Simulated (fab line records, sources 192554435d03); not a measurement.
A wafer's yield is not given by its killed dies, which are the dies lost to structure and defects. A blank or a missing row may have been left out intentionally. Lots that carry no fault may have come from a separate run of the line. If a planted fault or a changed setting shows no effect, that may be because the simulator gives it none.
Struck lot and sound lot, side by side | flow n5Finfet | 19 out of 1938 route steps
Sound: the wafers L566.3, L566.4, L566.5. Wafers struck: L576.1, L576.2, L576.3. Last of all comes the cause.
Each step with rows lists, per side, the tool, then ch with its chambers, then its first start. Under that, the readings that differ: sound wafers | struck wafers | difference of the means | sigmas: that difference in standard deviations of wafers without a fault.
alike: a reading whose means differ by less than 2 such deviations, as well as words and numbers matching on both sides. not compared: withheld readings; readings where some wafer has no value; bounds like >300 that might hide an equal value; numbers whose values overlap and for which the record gives no deviation.
The two part at a step that has a row with sigmas, a row that says differs or no value, or rows on one side only. Numbers that don't overlap but have no deviation are shown without sigmas and don't part them. A reading missing from all wafers of one side parts the sides only when that side holds two or more wafers.

N5_BEOL_M12_ETCH_68: etches SOC in N2/H2, time 285 s.
  sound on rieDiel-03 ch 0,2,3, day 11 20:26; struck on rieDiel-03 ch 1,2,3, day 14 06:47
  alike: biasW, drypumpMotorCurrentA, oesProductAu, rfVppV, showerheadPlenumPTorr, throttleValvePct
  not compared: rfHoursCounterH
then, 1 step without rows for these wafers: N5_BEOL_M12_STRIP_69 (strips in N2/H2).
N5_BEOL_M12_TRENCH_ETCH_34: etches SiOC in C4F8/O2/Ar, target depth 318.95 nm, time 125.5 s.
  sound on rieDiel-03 ch 0,2,3, day 11 20:38; struck on rieDiel-03 ch 1,2,3, day 14 06:58
  alike: biasW, drypumpMotorCurrentA, heOuterTorr, oesProductAu, rfVppV, showerheadPlenumPTorr, throttleValvePct
  not compared: rfHoursCounterH
then, 1 step without rows for these wafers: N5_BEOL_M12_STRIP_70 (strips in C4F8/O2/Ar).
N5_BEOL_M12_OCD_MEAS_35:
  sound: ocd-02 at day 11 20:47; struck: ocd-01 at day 14 07:07
  alike: trenchDepthNm
then, 1 step without rows for these wafers: N5_BEOL_M12_STRIP_37 (strips in N2/H2).
N5_BEOL_M12_ETCH_38: etches SiCN in CF4/N2, target depth 68.7 nm, time 73.4 s.
  sound on rieDiel-03 ch 0,2, day 12 00:16; struck on rieDiel-01 ch 0,1,3, day 14 15:27
  alike: biasW, drypumpMotorCurrentA, oesProductAu, rfVppV, showerheadPlenumPTorr, throttleValvePct
  not compared: rfHoursCounterH
then, 3 steps without rows for these wafers: N5_BEOL_M12_PRECLEAN_39 (cleans in residue remover, time 60 s); N5_BEOL_M12_SRD_40 (time 30 s, dry time 30 s); N5_BEOL_M12_DEGAS_41 (time 60 s).
N5_BEOL_M12_PRE_CLEAN_42: time 30 s.
  sound: pvdSputter-01 at day 12 01:14; struck: pvdSputter-01 at day 14 15:55
  alike: heaterPowerW
N5_BEOL_M12_SPUTTER_43: material TaN, target thk 15 nm, time 24.19 s.
  sound: pvdSputter-01 at day 12 01:16; struck: pvdSputter-01 at day 14 15:58
  alike: cathodeDcPowerW, throttleValvePct
N5_BEOL_M12_SPUTTER_44: material Ta, target thk 10 nm, time 16.13 s.
  sound: pvdSputter-01 at day 12 01:21; struck: pvdSputter-01 at day 14 16:02
reading                                    | sound             | struck            | difference | sigmas
cathodeDcPowerW (W)                        | 15001 15002 14998 | 11047 11047 11047 | -3953      | -99 or more
model.Ta_of_BEOL_M12_SPUTTER_44.thkNm (nm) | 10 10 10          | 7.4 7.4 7.4       | -2.6       | 
  alike: throttleValvePct
then, 3 steps without rows for these wafers: N5_BEOL_M12_SPUTTER_45 (material Cu, target thk 80 nm, time 13.33 s); N5_BEOL_M12_ECD_47 (material Cu, target thk 720 nm); N5_BEOL_M12_ANNEAL_48 (time 90 s).
N5_BEOL_M12_CMP_49: polishes, stops on SiOC, t overpolish 20.6 s, target thk 320 nm.
  sound on cmp-02 ch 1,2,3, day 12 02:06; struck on cmp-02 ch 0,1,2, day 14 17:20
reading                   | sound          | struck         | difference | sigmas
barrierFieldEndpointS (s) | 30.8 31.5 30.8 | 28.2 27.3 28.2 | -3.1       | -4
  alike: motorCurrentA
N5_BEOL_M12_THK_MEAS_50: measures by xrf.
  sound: filmMetro-01 at day 12 02:22; struck: filmMetro-02 at day 14 17:38
  alike: M12_THK
then, 1 step without rows for these wafers: N5_PASSIVATION_PROBE_49.

WHERE THEY PART
At N5_BEOL_M12_SPUTTER_44 first; at N5_BEOL_M12_CMP_49 last (within this record only). Later steps at which nothing parts them and some readings are alike: N5_BEOL_M12_THK_MEAS_50.

WHY: whatever the simulator had introduced
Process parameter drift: pvdSputter-01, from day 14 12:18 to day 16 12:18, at N5_BEOL_M12_SPUTTER_44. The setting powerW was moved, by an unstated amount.
